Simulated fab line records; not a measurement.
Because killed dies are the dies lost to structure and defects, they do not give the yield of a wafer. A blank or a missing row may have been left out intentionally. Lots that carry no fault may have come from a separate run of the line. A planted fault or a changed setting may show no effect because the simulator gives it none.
Which tool is to blame? | flow nandHarc | 6 lots, 18 wafers sampled, at 5 steps of a route of 1302

== WHAT THE GAUGES SHOWED, per wafer ==
NHARC_END_SORT_01.
lot  | measured     | on        | killedAtArray
L370 | day 32 18:46 | prober-01 | 64 52 67

== TOOL THAT RAN EACH LOT (tool first, then ch and the chambers of the sampled wafers, then the start) ==
lot  | NHARC_A_STAIRCASE_TRIM_191                   | NHARC_A_STAIRCASE_ETCH_192                   | NHARC_A_STAIRCASE_TRIM_200        | NHARC_A_STAIRCASE_ETCH_203
L354 | rieDiel-01 ch 0,3, day 16 16:58 or earlier   | rieDiel-01 ch 0,3, day 16 16:58 or earlier   | rieDiel-05 ch 1,2, day 16 16:58   | rieDiel-05 ch 0,1,3, no start
L356 | rieDiel-09 ch 1,3, day 17 20:02 or earlier   | rieDiel-09 ch 1,3, day 17 20:02 or earlier   | rieDiel-05 ch 0,2, day 17 20:02   | rieDiel-05 ch 1,2,3, no start
L362 | rieDiel-09 ch 0,1,2, day 20 01:10 or earlier | rieDiel-09 ch 0,2, day 20 01:10 or earlier   | rieDiel-05 ch 0,1, day 20 01:10   | rieDiel-05 ch 0,1, no start
L370 | rieDiel-05 ch 1,2,3, day 23 13:19 or earlier | rieDiel-05 ch 0,2,3, day 23 13:19 or earlier | rieDiel-05 ch 1,2,3, day 23 13:19 | rieDiel-05 ch 0,1,3, day 32 18:46 or earlier
L372 | rieDiel-05 ch 0,1,2, day 24 09:33 or earlier | rieDiel-05 ch 0,1,3, day 24 09:33 or earlier | rieDiel-05 ch 0,3, day 24 09:33   | rieDiel-05 ch 1,3, no start
L373 | rieDiel-09 ch 0,1,3, day 25 03:33 or earlier | rieDiel-09 ch 1,3, day 25 03:33 or earlier   | rieDiel-09 ch 1,2, day 25 03:33   | rieDiel-09 ch 1,2,3, no start
- NHARC_A_STAIRCASE_TRIM_191: chemistry O2, time 211.2 s.
- NHARC_A_STAIRCASE_ETCH_192: etches the open film in C4F8/O2, target depth 100 nm, time 40.5 s.
- NHARC_A_STAIRCASE_TRIM_200: chemistry O2, time 211.2 s.
- NHARC_A_STAIRCASE_ETCH_203: etches the open film in C4F8/O2, target depth 100 nm, time 40.5 s.

== THE ANSWER, worked out from the rows above alone ==
Rule: the usual values come from the lots themselves. Put in order of their means at a reading, lots are off if they are a third of the lots or fewer, leave a main group of 4 or more, and stand apart from it by a gap of 3 or more times the standard deviation of the main group's means; of several such gaps the widest counts. The tables above print the reading to a certain number of digits; a main group whose means all agree to those digits is not used. A lot without any number at a reading at which 4 lots or more have one is off too. The other lots that the step has rows for count as sound.
Across all readings shown, no lot is off: no conclusion can be drawn from this.

== WHAT THE SIMULATOR HAD INSERTED ==
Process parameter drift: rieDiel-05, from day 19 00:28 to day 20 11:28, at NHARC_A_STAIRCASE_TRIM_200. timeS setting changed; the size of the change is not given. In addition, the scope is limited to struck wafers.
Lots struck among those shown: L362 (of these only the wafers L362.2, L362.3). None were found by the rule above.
